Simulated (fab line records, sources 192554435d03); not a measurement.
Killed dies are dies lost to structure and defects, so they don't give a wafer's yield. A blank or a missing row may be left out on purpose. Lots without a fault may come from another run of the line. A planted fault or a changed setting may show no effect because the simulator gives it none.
fab line records | flow n5_finfet
record lots=24 wafers=72 last_day=21
route steps=1938 shown DUMMY_GATE@231 SD_EPI_N@272 ILD0@340 SDB@363
lots that met no fault: from a run of the same line without faults
start_h: hours from the record's first day to the start of the lot's first wafer shown | wait_h: hours since the lot's step before | " the same as in the row above | L1.1+2: a row that stands for several wafers | - no value, or no start given | * or withheld: withheld | < > ~ a bound
route shown NAME@n: a module of which the file shows steps, and the number in the route of the first | usual: mean/standard deviation of fault-free wafers | same: alike in all rows | chamber/n: place in a boat | sites: the reading at each site | _std_site: their standard deviation | _edge_site: outer sites' mean less inner sites' | radius_mm: how far each site lies from the wafer's centre | mask NAME#n: copy n | behind: the tool/chamber that last shaped the wafer | hold: why the lot was held/for how many hours/how that ended | device: the transistor (n, p or np) that didn't switch | end of line: the same wafers' tests at the end of the route | a step without rows: its recipe alone | killed: dies lost to structure and defects at the first sort, not the wafer's yield | map: a wafer's dies, x killed, . not, _ none there
set.NAME: the setting as run; set.NAME@STEP: as run at that earlier step | model.NAME: the simulator's own value behind a step, which no gauge read
steps of the route over a sample of lots; a table a step, a row a wafer
services: from which hour (start_h, from the record's first day; less than 0 if before it) a tool's chamber was out of use, for how many hours, and why
## steps
# step N5_DUMMY_GATE_CD_MEAS_15
# recipe target_cd_nm=25.8 landing_energy_ev=500 detector=se_inlens
# usual cd_nm=25.08/0.24
# columns lot.wafer tool chamber start_h wait_h cd_nm
L074.1 cd_sem-03 0 46.17 - 24.98
L074.4 " 0 " " 24.67
L074.6 " 0 " " 25.06
L075.2 cd_sem-03 0 51.81 - 25.30
L075.3 " 0 " " 25.02
L075.4 " 0 " " 25.12
L076.2 cd_sem-03 0 57.94 - 24.96
L076.4 " 0 " " 25.39
L076.6 " 0 " " 24.67
L077.2 cd_sem-03 0 63.50 - 25.25
L077.3 " 0 " " 25.31
L077.5 " 0 " " 25.02
L078.2 cd_sem-01 0 73.19 - 24.89
L078.4 " 0 " " 24.96
L078.5 " 0 " " 24.93
L079.4 cd_sem-01 0 77.06 - 25.02
L079.5 " 0 " " 24.98
L079.6 " 0 " " 25.26
L080.2 cd_sem-01 0 84.22 - 25.08
L080.4 " 0 " " 25.10
L080.5 " 0 " " 25.03
L081.3 cd_sem-01 0 89.31 - 25.36
L081.5 " 0 " " 24.79
L081.6 " 0 " " 25.45
L082.3 cd_sem-01 0 93.16 - 25.12
L082.4 " 0 " " 24.90
L082.6 " 0 " " 25.00
L083.2 cd_sem-02 0 99.24 - 25.16
L083.3 " 0 " " 25.40
L083.6 " 0 " " 25.34
L084.1 cd_sem-03 0 109.12 - 24.85
L084.4 " 0 " " 24.60
L084.5 " 0 " " 24.55
L085.2 cd_sem-01 0 114.98 - 25.18
L085.3 " 0 " " 25.21
L085.4 " 0 " " 24.91
L086.2 cd_sem-01 0 119.49 - 24.63
L086.3 " 0 " " 24.97
L086.4 " 0 " " 25.14
L087.1 cd_sem-02 0 122.76 - 25.34
L087.2 " 0 " " 25.35
L087.6 " 0 " " 25.20
L088.2 cd_sem-01 0 128.44 - 25.03
L088.5 " 0 " " 25.24
L088.6 " 0 " " 25.24
L089.1 cd_sem-02 0 135.06 - 25.47
L089.2 " 0 " " 25.03
L089.4 " 0 " " 25.38
L090.3 cd_sem-02 0 143.41 - 25.41
L090.4 " 0 " " 25.68
L090.6 " 0 " " 24.95
L091.3 cd_sem-01 0 149.30 - 24.94
L091.4 " 0 " " 24.66
L091.5 " 0 " " 25.19
L092.2 cd_sem-03 0 154.45 - 25.37
L092.3 " 0 " " 25.01
L092.5 " 0 " " 24.89
L093.2 cd_sem-01 0 160.51 - 25.07
L093.3 " 0 " " 25.62
L093.6 " 0 " " 25.31
L094.2 cd_sem-03 0 168.32 - 24.87
L094.3 " 0 " " 25.10
L094.4 " 0 " " 25.48
L095.1 cd_sem-01 0 171.31 - 24.64
L095.2 " 0 " " 24.45
L095.6 " 0 " " 24.89
L096.1 cd_sem-02 0 177.90 - 25.09
L096.2 " 0 " " 25.02
L096.5 " 0 " " 24.99
L097.4 cd_sem-03 0 183.73 - 25.25
L097.5 " 0 " " 25.28
L097.6 " 0 " " 25.08
# step N5_DUMMY_GATE_STRIP_40
# recipe chemistry=CF4 resist=SiARC power_w=300 bias_power_w=75 pressure_mtorr=50 cf4_flow_sccm=150 rf_frequency_hz=6e+07
# usual drypump_motor_current_A=5.6/0.46 oes_product_au=0.77/0.065 rf_vpp_V=271.4/1.6 showerhead_plenum_p_Torr=1.80/0.067 throttle_valve_pct=13.65/0.21
# columns lot.wafer tool chamber start_h wait_h drypump_motor_current_A oes_product_au rf_hours_counter_h rf_vpp_V showerhead_plenum_p_Torr throttle_valve_pct
L074.1 rie_diel-05 3 46.62 0.1 5.8 0.75 140 271.6 1.72 13.44
L074.4 " 1 " " 5.5 0.74 171 272.4 1.85 13.73
L074.6 " 1 " " 5.6 0.74 - 272.3 1.85 13.70
L075.2 rie_diel-02 0 52.26 0.1 4.8 0.70 202 269.8 1.70 13.96
L075.3 " 1 " " 6.4 0.86 50 272.5 1.90 13.41
L075.4 " 2 " " 5.0 0.73 184 273.9 1.86 13.63
L076.2 rie_diel-06 2 58.39 0.1 5.5 0.74 185 271.0 1.80 13.57
L076.4 " 1 " " 5.6 0.86 47 273.0 1.89 13.22
L076.6 " 3 " " 6.0 0.68 - 272.6 1.83 13.84
L077.2 rie_diel-02 0 63.96 0.1 4.8 0.70 203 268.8 1.70 13.99
L077.3 " 1 " " 6.4 0.86 52 272.5 1.90 13.41
L077.5 " 0 " " 4.8 0.71 - 268.4 1.70 13.97
L078.2 rie_diel-06 2 73.64 0.1 5.5 0.73 187 272.8 1.80 13.57
L078.4 " 0 " " 5.8 0.80 - 271.1 1.80 13.67
L078.5 " 2 " " 5.6 0.73 - 271.7 1.80 13.58
L079.4 rie_diel-02 1 77.56 0.1 6.4 0.84 55 274.9 1.90 13.46
L079.5 " 1 " " 6.4 0.84 - 274.4 1.90 13.40
L079.6 " 0 " " 4.8 0.70 - 270.6 1.70 13.97
L080.2 rie_diel-06 1 84.67 0.1 5.5 0.85 50 273.1 1.89 13.23
L080.4 " 3 " " 6.0 0.68 235 273.2 1.83 13.83
L080.5 " 3 " " 6.0 0.68 - 272.7 1.83 13.80
L081.3 rie_diel-06 2 89.77 0.1 5.5 0.73 189 271.3 1.80 13.60
L081.5 " 2 " " 5.5 0.74 - 270.7 1.80 13.59
L081.6 " 3 " " 6.0 0.67 - 272.3 1.83 13.82
L082.3 rie_diel-02 0 93.61 0.1 4.8 0.71 210 268.1 1.70 13.97
L082.4 " 2 " " 5.0 0.73 192 272.9 1.86 13.67
L082.6 " 0 " " 4.9 0.70 - 269.8 1.70 13.98
L083.2 rie_diel-06 1 99.69 0.1 5.5 0.84 53 271.9 1.89 13.24
L083.3 " 0 " " 5.8 0.79 102 271.1 1.80 13.69
L083.6 " 2 " " 5.5 0.73 - 270.2 1.80 13.61
L084.1 rie_diel-02 2 109.57 0.1 5.1 0.72 195 273.5 1.86 13.68
L084.4 " 1 " " 6.4 0.84 61 271.9 1.90 13.45
L084.5 " 3 " " 5.7 0.86 - 271.0 1.76 13.76
L085.2 rie_diel-02 3 115.78 0.1 5.7 0.85 57 270.0 1.76 13.76
L085.3 " 1 " " 6.4 0.83 63 274.4 1.90 13.47
L085.4 " 2 " " 5.0 0.73 196 270.8 1.86 13.69
L086.2 rie_diel-02 1 119.94 0.1 6.4 0.84 63 270.9 1.90 13.42
L086.3 " 3 " " 5.7 0.86 58 270.5 1.76 13.76
L086.4 " 2 " " 5.0 0.73 197 273.4 1.86 13.68
L087.1 rie_diel-02 1 123.22 0.1 6.4 0.83 64 272.3 1.90 13.45
L087.2 " 3 " " 5.7 0.84 58 269.1 1.76 13.77
L087.6 " 0 " " 4.8 0.70 - 269.1 1.69 14.00
L088.2 rie_diel-02 3 128.90 0.1 5.7 0.85 59 271.0 1.76 13.78
L088.5 " 0 " " 4.8 0.70 - 268.4 1.69 14.00
L088.6 " 1 " " 6.4 0.84 - 273.8 1.90 13.46
L089.1 rie_diel-05 2 135.68 0.2 6.1 0.79 107 273.2 1.89 13.43
L089.2 " 1 " " 5.6 0.73 183 273.9 1.85 13.73
L089.4 " 3 " " 5.7 0.75 153 270.0 1.72 13.47
L090.3 rie_diel-02 3 143.86 0.1 5.7 0.85 64 271.0 1.76 13.79
L090.4 " 2 " " 5.0 0.73 202 272.9 1.86 13.70
L090.6 " 2 " " 5.0 0.72 - 271.1 1.86 13.67
L091.3 rie_diel-06 2 149.93 0.2 5.5 0.72 203 268.2 1.80 13.62
L091.4 " 1 " " 5.6 0.84 64 272.9 1.89 13.26
L091.5 " 1 " " 5.5 0.85 - 272.4 1.89 13.26
L092.2 rie_diel-05 2 155.04 0.2 6.1 0.78 111 272.9 1.89 13.48
L092.3 " 1 " " 5.6 0.73 188 272.2 1.85 13.75
L092.5 " 0 " " 5.0 0.74 - 270.0 1.74 13.75
L093.2 rie_diel-05 1 160.97 0.1 5.6 0.72 190 272.0 1.85 13.77
L093.3 " 2 " " 6.1 0.78 113 273.0 1.89 13.45
L093.6 " 0 " " 5.0 0.73 - 271.9 1.74 13.74
L094.2 rie_diel-06 1 168.90 0.1 5.6 0.83 71 274.3 1.89 13.26
L094.3 " 2 " " 5.6 0.72 210 270.9 1.79 13.65
L094.4 " 2 " " 5.5 0.72 - 272.8 1.79 13.62
L095.1 rie_diel-06 0 172.15 0.4 5.8 0.78 123 272.3 1.79 13.75
L095.2 " 2 " " 5.5 0.71 212 270.0 1.79 13.64
L095.6 " 0 " " 5.8 0.78 - 271.3 1.79 13.72
L096.1 rie_diel-06 0 179.14 0.1 5.8 0.77 128 270.8 1.79 13.74
L096.2 " 2 " " 5.5 0.72 217 270.6 1.79 13.65
L096.5 " 0 " " 5.8 0.77 - 271.3 1.79 13.74
L097.4 rie_diel-06 1 185.30 0.1 5.5 0.81 82 274.2 1.88 13.27
L097.5 " 2 " " 5.6 0.71 - 270.8 1.79 13.66
L097.6 " 3 " " 6.0 0.98 - 272.4 1.82 13.28
# step N5_SD_EPI_N_INSPECT_11
# recipe mode=adi inspect_instrument=macro
# usual raw_defect_count=2.2/1.4
# columns lot.wafer tool chamber start_h wait_h raw_defect_count
L074.1 defect_inspect-01 - 48.66 0.0 2
L074.4 " - " " 4
L074.6 " - " " 2
L075.2 defect_inspect-02 - 54.35 0.0 2
L075.3 " - " " 3
L075.4 " - " " 1
L076.2 defect_inspect-02 - 61.37 0.0 3
L076.4 " - " " 1
L076.6 " - " " 2
L077.2 defect_inspect-01 - 65.84 0.0 3
L077.3 " - " " 0
L077.5 " - " " 3
L078.2 defect_inspect-01 - 75.40 0.0 1
L078.4 " - " " 6
L078.5 " - " " 1
L079.4 defect_inspect-01 - 80.83 0.0 3
L079.5 " - " " 3
L079.6 " - " " 1
L080.2 defect_inspect-01 - 86.91 0.0 6
L080.4 " - " " 3
L080.5 " - " " 3
L081.3 defect_inspect-02 - 91.97 0.0 2
L081.5 " - " " 0
L081.6 " - " " 1
L082.3 defect_inspect-02 - 95.37 0.0 1
L082.4 " - " " 4
L082.6 " - " " 3
L083.2 defect_inspect-02 - 101.58 0.0 3
L083.3 " - " " 3
L083.6 " - " " 3
L084.1 defect_inspect-02 - 111.47 0.0 2
L084.4 " - " " 2
L084.5 " - " " 1
L085.2 defect_inspect-02 - 117.67 0.0 1
L085.3 " - " " 1
L085.4 " - " " 2
L086.2 defect_inspect-01 - 121.84 0.0 0
L086.3 " - " " 2
L086.4 " - " " 2
L087.1 defect_inspect-01 - 125.10 0.0 3
L087.2 " - " " 4
L087.6 " - " " 2
L088.2 defect_inspect-02 - 130.84 0.0 4
L088.5 " - " " 3
L088.6 " - " " 3
L089.1 defect_inspect-02 - 137.95 0.0 1
L089.2 " - " " 3
L089.4 " - " " 1
L090.3 defect_inspect-02 - 145.75 0.0 1
L090.4 " - " " 2
L090.6 " - " " 1
L091.3 defect_inspect-02 - 151.83 0.0 1
L091.4 " - " " 2
L091.5 " - " " 3
L092.2 defect_inspect-01 - 157.91 0.0 2
L092.3 " - " " 4
L092.5 " - " " 1
L093.2 defect_inspect-01 - 162.92 0.0 3
L093.3 " - " " 1
L093.6 " - " " 5
L094.2 defect_inspect-01 - 171.21 0.0 3
L094.3 " - " " 3
L094.4 " - " " 2
L095.1 defect_inspect-02 - 174.42 0.0 3
L095.2 " - " " 6
L095.6 " - " " 2
L096.1 defect_inspect-02 - 181.05 0.0 0
L096.2 " - " " 3
L096.5 " - " " 1
L097.4 defect_inspect-02 - 187.56 0.0 1
L097.5 " - " " 1
L097.6 " - " " 1
# step N5_SD_EPI_N_ETCHBACK_44
# recipe chemistry=CH3F/O2 mode=anisotropic_etchback target=SiNx target_depth_a=145 stop_on=SiO2 over_etch_frac=0.3 ion_energy_ev=120 pressure_mtorr=30 source_w=395 bias_w=73 Ar_flow_sccm=150 CH3F_flow_sccm=30 O2_flow_sccm=20
# usual drypump_motor_current_A=5.65/0.23 oes_product_au=0.65/0.054 rf_vpp_V=299/10 showerhead_plenum_p_Torr=2.00/0.058 throttle_valve_pct=16.45/0.15
# columns lot.wafer tool chamber start_h wait_h drypump_motor_current_A oes_product_au rf_hours_counter_h rf_vpp_V showerhead_plenum_p_Torr throttle_valve_pct
L074.1 rie_diel-01 1 49.11 0.0 5.53 0.78 23 319 2.12 16.27
L074.4 " 3 " " 5.86 0.62 205 308 1.97 16.22
L074.6 " 2 " " 5.63 0.68 - 309 2.01 16.68
L075.2 rie_diel-04 3 54.80 0.0 5.22 0.66 132 303 2.07 16.56
L075.3 " 1 " " 5.95 0.60 227 303 1.95 16.45
L075.4 " 2 " " 5.39 0.62 201 304 2.07 16.36
L076.2 rie_diel-01 1 61.82 0.0 5.54 0.77 27 318 2.12 16.27
L076.4 " 3 " " 5.88 0.60 - 309 1.97 16.23
L076.6 " 1 " " 5.57 0.76 - 320 2.12 16.28
L077.2 rie_diel-04 2 66.38 0.0 5.43 0.61 203 304 2.06 16.40
L077.3 " 1 " " 5.93 0.60 230 304 1.95 16.44
L077.5 " 0 " " 5.85 0.60 - 299 1.97 16.73
L078.2 rie_diel-03 2 75.85 0.0 5.96 0.66 137 297 2.08 16.36
L078.4 " 0 " " 5.52 0.63 - 287 1.99 16.35
L078.5 " 1 " " 5.77 0.71 - 284 1.95 16.47
L079.4 rie_diel-04 1 81.28 0.0 5.93 0.59 233 302 1.95 16.45
L079.5 " 1 " " 5.88 0.60 - 302 1.95 16.45
L079.6 " 2 " " 5.41 0.61 - 304 2.06 16.40
L080.2 rie_diel-03 0 87.36 0.0 5.51 0.62 170 286 1.99 16.35
L080.4 " 1 " " 5.78 0.71 - 283 1.95 16.46
L080.5 " 0 " " 5.49 0.62 - 286 1.99 16.35
L081.3 rie_diel-04 1 92.42 0.0 5.89 0.60 235 303 1.95 16.45
L081.5 " 0 " " 5.85 0.59 - 301 1.96 16.75
L081.6 " 3 " " 5.24 0.66 - 304 2.07 16.55
L082.3 rie_diel-03 1 95.82 0.0 5.78 0.71 82 285 1.95 16.46
L082.4 " 2 " " 5.96 0.66 - 298 2.08 16.37
L082.6 " 1 " " 5.77 0.71 - 284 1.95 16.47
L083.2 rie_diel-04 1 102.03 0.0 5.92 0.60 237 302 1.95 16.46
L083.3 " 2 " " 5.42 0.61 209 304 2.06 16.41
L083.6 " 0 " " 5.82 0.59 - 301 1.96 16.76
L084.1 rie_diel-04 3 111.92 0.0 5.24 0.65 141 304 2.06 16.57
L084.4 " 0 " " 5.85 0.59 246 300 1.96 16.76
L084.5 " 3 " " 5.24 0.66 - 305 2.06 16.57
L085.2 rie_diel-03 1 118.49 0.0 5.79 0.69 91 284 1.94 16.50
L085.3 " 0 " " 5.53 0.61 182 286 1.99 16.40
L085.4 " 1 " " 5.79 0.70 - 283 1.94 16.48
L086.2 rie_diel-03 0 122.29 0.0 5.53 0.62 183 287 1.98 16.36
L086.3 " 3 " " 5.67 0.70 108 291 1.93 16.27
L086.4 " 0 " " 5.55 0.62 - 287 1.98 16.38
L087.1 rie_diel-01 1 125.55 0.0 5.56 0.74 45 320 2.11 16.31
L087.2 " 3 " " 5.81 0.60 226 308 1.96 16.27
L087.6 " 2 " " 5.65 0.66 - 310 2.01 16.72
L088.2 rie_diel-04 1 131.29 0.0 5.93 0.60 244 304 1.94 16.47
L088.5 " 3 " " 5.22 0.65 - 304 2.06 16.57
L088.6 " 2 " " 5.42 0.61 - 304 2.06 16.39
L089.1 rie_diel-04 2 138.40 0.0 5.39 0.60 219 304 2.06 16.42
L089.2 " 1 " " 5.92 0.59 247 302 1.94 16.49
L089.4 " 3 " " 5.23 0.65 - 306 2.06 16.58
L090.3 rie_diel-03 1 146.20 0.0 5.78 0.69 96 285 1.94 16.49
L090.4 " 2 " " 5.95 0.64 156 296 2.08 16.39
L090.6 " 3 " " 5.63 0.70 - 292 1.93 16.28
L091.3 rie_diel-04 0 152.28 0.0 5.84 0.83 3 299 1.96 16.29
L091.4 " 2 " " 5.38 0.60 - 305 2.06 16.44
L091.5 " 3 " " 5.22 0.65 - 305 2.06 16.57
L092.2 rie_diel-01 3 158.36 0.0 5.87 0.59 237 308 1.96 16.30
L092.3 " 2 " " 5.66 0.65 151 310 2.00 16.74
L092.5 " 0 " " 5.74 0.72 - 280 1.94 16.28
L093.2 rie_diel-03 0 163.78 0.0 5.54 0.61 194 286 1.98 16.41
L093.3 " 2 " " 5.93 0.64 162 297 2.08 16.40
L093.6 " 0 " " 5.55 0.61 - 288 1.98 16.40
L094.2 rie_diel-01 1 171.65 0.0 5.54 0.73 62 317 2.11 16.33
L094.3 " 2 " " 5.63 0.65 157 310 2.00 16.75
L094.4 " 3 " " 5.87 0.59 242 309 1.96 16.31
L095.1 rie_diel-04 3 174.95 0.0 5.24 0.64 165 305 2.06 16.60
L095.2 " 0 " " 5.83 0.78 12 301 1.96 16.31
L095.6 " 2 " " 5.42 0.59 - 304 2.05 16.43
L096.1 rie_diel-01 2 181.53 0.0 5.63 0.65 160 310 2.00 16.76
L096.2 " 3 " " 5.88 0.59 246 308 1.96 16.31
L096.5 " 0 " " 5.74 0.71 - 279 1.94 16.30
L097.4 rie_diel-01 3 188.01 0.0 5.84 0.59 249 309 1.96 16.31
L097.5 " 1 " " 5.57 0.71 - 317 2.11 16.35
L097.6 " 0 " " 5.74 0.71 - 281 1.94 16.29
# step N5_ILD0_CMP_07
# recipe stop_on=poly-Si material=SiO2_flowable t_overpolish_s=1.18 post_cmp_clean=alkaline_brush down_force_psi=4.1491 platen_rpm=51.796 pad_velocity_m_s=1.0306 target_thk_nm=138.88
# usual motor_current_A=12.8/1 slurry_filter_dp_kPa=13.49/0.14
# columns lot.wafer tool chamber start_h wait_h motor_current_A slurry_filter_dp_kPa
L074.4 cmp-01 1 60.20 0.0 11.2 13.55
L074.1 " 3 " " 10.9 13.31
L074.6 " 1 " " 11.8 13.63
L075.4 cmp-03 2 66.12 0.0 14.1 13.40
L075.2 " 3 " " 11.6 13.52
L075.3 " 1 " " 13.9 13.49
L076.4 cmp-02 1 73.17 0.0 12.3 13.62
L076.2 " 2 " " 12.2 13.45
L076.6 " 1 " " 13.2 13.65
L077.2 cmp-02 2 78.16 0.1 12.9 13.42
L077.3 " 0 " " 12.0 13.40
L077.5 " 2 " " 13.1 13.44
L078.4 cmp-02 2 86.94 0.0 11.9 13.42
L078.2 " 1 " " 13.1 13.47
L078.5 " 2 " " 12.3 13.25
L079.4 cmp-03 0 93.08 0.1 13.3 13.50
L079.5 " 1 " " 13.2 13.33
L079.6 " 2 " " 14.1 13.50
L080.4 cmp-03 2 98.77 0.0 14.4 13.31
L080.2 " 1 " " 13.0 13.71
L080.5 " 2 " " 13.6 13.47
L081.3 cmp-03 2 104.35 0.1 13.8 13.61
L081.6 " 0 " " 12.5 13.38
L081.5 " 1 " " 13.7 13.26
L082.3 cmp-02 1 107.33 0.1 13.1 13.72
L082.4 " 2 " " 12.9 13.76
L082.6 " 0 " " 11.9 13.67
L083.3 cmp-03 1 113.20 0.0 13.4 13.38
L083.2 " 3 " " 11.8 13.29
L083.6 " 1 " " 13.1 13.41
L084.4 cmp-03 2 123.85 0.1 13.8 13.57
L084.1 " 3 " " 11.3 13.64
L084.5 " 0 " " 13.6 13.25
L085.3 cmp-03 2 129.70 0.0 14.3 13.34
L085.2 " 3 " " 11.4 13.77
L085.4 " 0 " " 13.5 13.33
L086.2 cmp-03 3 133.96 0.0 11.4 13.43
L086.4 " 1 " " 13.4 13.60
L086.3 " 2 " " 14.2 13.40
L087.2 cmp-03 3 137.68 0.0 11.6 13.58
L087.1 " 1 " " 12.5 13.63
L087.6 " 3 " " 11.9 13.51
L088.2 cmp-01 1 143.63 0.1 10.8 13.46
L088.6 " 3 " " 11.8 13.66
L088.5 " 0 " " 13.3 13.53
L089.2 cmp-02 2 150.11 0.1 12.4 13.32
L089.1 " 3 " " 13.5 13.52
L089.4 " 0 " " 11.9 13.59
L090.4 cmp-03 2 158.86 0.1 13.9 13.76
L090.3 " 3 " " 12.3 13.50
L090.6 " 2 " " 14.1 13.40
L091.3 cmp-02 2 163.54 0.0 12.1 13.47
L091.4 " 1 " " 12.6 13.47
L091.5 " 2 " " 12.9 13.41
L092.2 cmp-03 2 170.23 0.2 14.1 13.68
L092.3 " 3 " " 11.6 13.70
L092.5 " 1 " " 13.5 13.50
L093.3 cmp-01 3 175.11 0.1 11.8 13.56
L093.2 " 0 " " 13.1 13.33
L093.6 " 2 " " 11.9 13.68
L094.2 cmp-02 3 185.86 0.0 14.4 13.80
L094.4 " 0 " " 11.9 13.58
L094.3 " 1 " " 12.7 13.49
L095.2 cmp-01 3 189.30 0.1 11.3 13.44
L095.1 " 0 " " 13.8 13.67
L095.6 " 1 " " 10.7 13.54
L096.1 cmp-02 1 193.38 0.0 12.7 13.29
L096.2 " 3 " " 13.6 13.35
L096.5 " 2 " " 13.0 13.55
L097.4 cmp-01 1 200.31 0.1 10.5 13.46
L097.6 " 3 " " 11.7 13.64
L097.5 " 0 " " 14.3 13.78
# step N5_SDB_STRIP_21
# recipe chemistry=CF4 resist=SiARC power_w=300 bias_power_w=75 pressure_mtorr=50 cf4_flow_sccm=150 rf_frequency_hz=6e+07
# usual drypump_motor_current_A=5.69/0.19 oes_product_au=0.77/0.064 rf_vpp_V=271.2/1.4 showerhead_plenum_p_Torr=1.79/0.054 throttle_valve_pct=13.65/0.17
# columns lot.wafer tool chamber start_h wait_h drypump_motor_current_A oes_product_au rf_hours_counter_h rf_vpp_V showerhead_plenum_p_Torr throttle_valve_pct
L074.1 rie_diel-01 3 64.55 0.0 5.85 0.71 211 271.4 1.80 13.71
L074.4 " 1 " " 5.54 0.89 - 273.8 1.89 13.47
L074.6 " 3 " " 5.83 0.71 - 270.9 1.80 13.69
L075.2 rie_diel-04 3 70.47 0.0 5.24 0.76 134 274.1 1.87 13.88
L075.3 " 1 " " 5.95 0.69 231 271.4 1.76 13.77
L075.4 " 0 " " 5.87 0.69 238 271.2 1.77 14.06
L076.2 rie_diel-04 3 77.50 0.0 5.23 0.76 135 272.8 1.87 13.87
L076.4 " 1 " " 5.93 0.70 232 270.0 1.76 13.79
L076.6 " 1 " " 5.88 0.69 - 270.5 1.76 13.78
L077.2 rie_diel-03 2 82.53 0.0 6.01 0.77 139 273.1 1.86 13.57
L077.3 " 1 " " 5.75 0.82 77 269.0 1.73 13.52
L077.5 " 2 " " 5.97 0.76 - 272.7 1.86 13.60
L078.2 rie_diel-04 1 91.31 0.0 5.84 0.69 234 270.8 1.76 13.77
L078.4 " 0 " " 5.86 0.69 241 271.7 1.77 14.06
L078.5 " 2 " " 5.42 0.71 - 271.2 1.85 13.69
L079.4 rie_diel-03 0 97.61 0.0 5.53 0.72 - 271.5 1.78 13.61
L079.5 " 1 " " 5.78 0.82 - 270.6 1.73 13.53
L079.6 " 2 " " 5.96 0.75 - 272.3 1.86 13.59
L080.2 rie_diel-03 2 103.10 0.0 5.95 0.76 147 273.1 1.86 13.62
L080.4 " 2 " " 5.95 0.75 - 273.1 1.86 13.60
L080.5 " 0 " " 5.51 0.72 - 269.8 1.78 13.60
L081.3 rie_diel-03 2 108.46 0.0 5.94 0.76 149 271.5 1.86 13.61
L081.5 " 1 " " 5.78 0.82 - 269.4 1.73 13.54
L081.6 " 2 " " 5.95 0.76 - 273.5 1.86 13.61
L082.3 rie_diel-01 1 111.57 0.0 5.53 0.88 41 272.4 1.89 13.51
L082.4 " 3 " " 5.89 0.70 222 271.1 1.80 13.74
L082.6 " 1 " " 5.54 0.87 - 272.9 1.89 13.49
L083.2 rie_diel-04 0 117.74 0.0 5.85 0.68 248 271.3 1.77 14.09
L083.3 " 1 " " 5.87 0.69 241 269.3 1.75 13.80
L083.6 " 1 " " 5.88 0.69 - 270.0 1.75 13.80
L084.1 rie_diel-03 1 127.96 0.0 5.76 0.81 92 270.3 1.73 13.56
L084.4 " 1 " " 5.80 0.81 - 269.2 1.73 13.55
L084.5 " 3 " " 5.67 0.81 - 270.1 1.73 13.45
L085.2 rie_diel-03 1 133.97 0.0 5.77 0.81 93 271.1 1.73 13.55
L085.3 " 0 " " 5.52 0.71 184 271.4 1.78 13.63
L085.4 " 2 " " 5.97 0.75 152 271.6 1.86 13.61
L086.2 rie_diel-03 3 138.27 0.0 5.62 0.81 110 270.0 1.73 13.47
L086.3 " 1 " " 5.77 0.81 94 269.2 1.73 13.56
L086.4 " 0 " " 5.52 0.70 185 269.9 1.78 13.63
L087.1 rie_diel-01 2 141.87 0.0 5.63 0.76 144 271.8 1.79 13.91
L087.2 " 1 " " 5.54 0.85 50 272.9 1.89 13.52
L087.6 " 1 " " 5.54 0.85 - 272.3 1.89 13.51
L088.2 rie_diel-01 0 147.87 0.0 5.74 0.83 74 270.0 1.75 13.50
L088.5 " 0 " " 5.73 0.83 - 268.9 1.75 13.49
L088.6 " 1 " " 5.56 0.85 - 273.3 1.89 13.51
L089.1 rie_diel-01 2 154.67 0.0 5.63 0.76 150 271.3 1.79 13.91
L089.2 " 1 " " 5.53 0.85 55 271.6 1.89 13.53
L089.4 " 3 " " 5.87 0.68 236 271.7 1.79 13.76
L090.3 rie_diel-03 2 163.23 0.0 5.98 0.74 162 273.0 1.85 13.63
L090.4 " 1 " " 5.77 0.80 102 270.1 1.72 13.57
L090.6 " 3 " " 5.63 0.80 - 270.6 1.73 13.48
L091.3 rie_diel-03 3 167.88 0.0 5.66 0.81 121 269.6 1.73 13.49
L091.4 " 2 " " 5.94 0.74 164 274.4 1.85 13.65
L091.5 " 0 " " 5.52 0.70 - 270.3 1.78 13.64
L092.2 rie_diel-04 0 174.35 0.0 5.83 0.93 12 268.7 1.77 13.53
L092.3 " 3 " " 5.22 0.74 165 272.6 1.86 13.95
L092.5 " 0 " " 5.84 0.92 - 270.4 1.77 13.52
L093.2 rie_diel-04 3 179.26 0.0 5.23 0.74 167 273.8 1.86 13.94
L093.3 " 2 " " 5.40 0.69 238 272.7 1.84 13.77
L093.6 " 0 " " 5.87 0.91 - 271.7 1.77 13.54
L094.2 rie_diel-01 0 190.56 0.0 5.75 0.81 92 270.3 1.75 13.54
L094.3 " 3 " " 5.88 0.68 250 270.3 1.79 13.79
L094.4 " 2 " " 5.64 0.75 164 271.4 1.79 13.96
L095.1 rie_diel-03 1 193.83 0.0 5.80 0.79 114 270.5 1.72 13.59
L095.2 " 2 " " 5.97 0.74 174 273.7 1.85 13.68
L095.6 " 2 " " 5.96 0.74 - 272.4 1.85 13.66
L096.1 rie_diel-01 2 197.79 0.0 5.64 0.75 167 269.7 1.78 13.97
L096.2 " 0 " " 5.73 0.82 95 270.8 1.75 13.55
L096.5 " 2 " " 5.64 0.74 - 271.4 1.78 13.97
L097.4 rie_diel-01 1 204.88 0.0 5.54 0.83 - 272.7 1.88 13.57
L097.5 " 0 " " 5.74 0.81 - 270.3 1.75 13.57
L097.6 " 2 " " 5.65 0.74 - 270.6 1.78 13.97
## services
# columns tool chamber start_h hours kind
cmp-03 - 30.60 0.8 repair
rie_diel-01 - 34.96 2.1 repair
rie_diel-05 3 36.76 2.9 repair
cmp-03 - 47.52 0.4 repair
cmp-01 - 47.87 3.1 repair
rie_diel-04 - 50.82 2.8 pm
rie_diel-01 0 54.23 13.5 repair
rie_diel-03 0 56.45 17.9 repair
cmp-01 - 70.35 2.1 repair
cmp-03 - 70.76 1.3 repair
rie_diel-03 3 73.73 36.7 repair
cmp-02 - 87.25 5.0 pm
rie_diel-04 3 94.76 1.6 repair
rie_diel-05 - 95.09 0.1 repair
cmp-01 - 102.15 0.5 repair
rie_diel-01 - 114.20 2.8 pm
rie_diel-03 2 115.16 18.1 repair
rie_diel-06 3 141.41 1.3 repair
cmp-01 - 155.52 4.0 repair
rie_diel-06 3 156.83 2.9 repair
cmp-02 - 168.43 4.0 pm
rie_diel-02 - 169.40 14.6 pm
cmp-03 - 183.47 7.5 pm
rie_diel-02 - 192.18 1.3 repair
## key
fault none
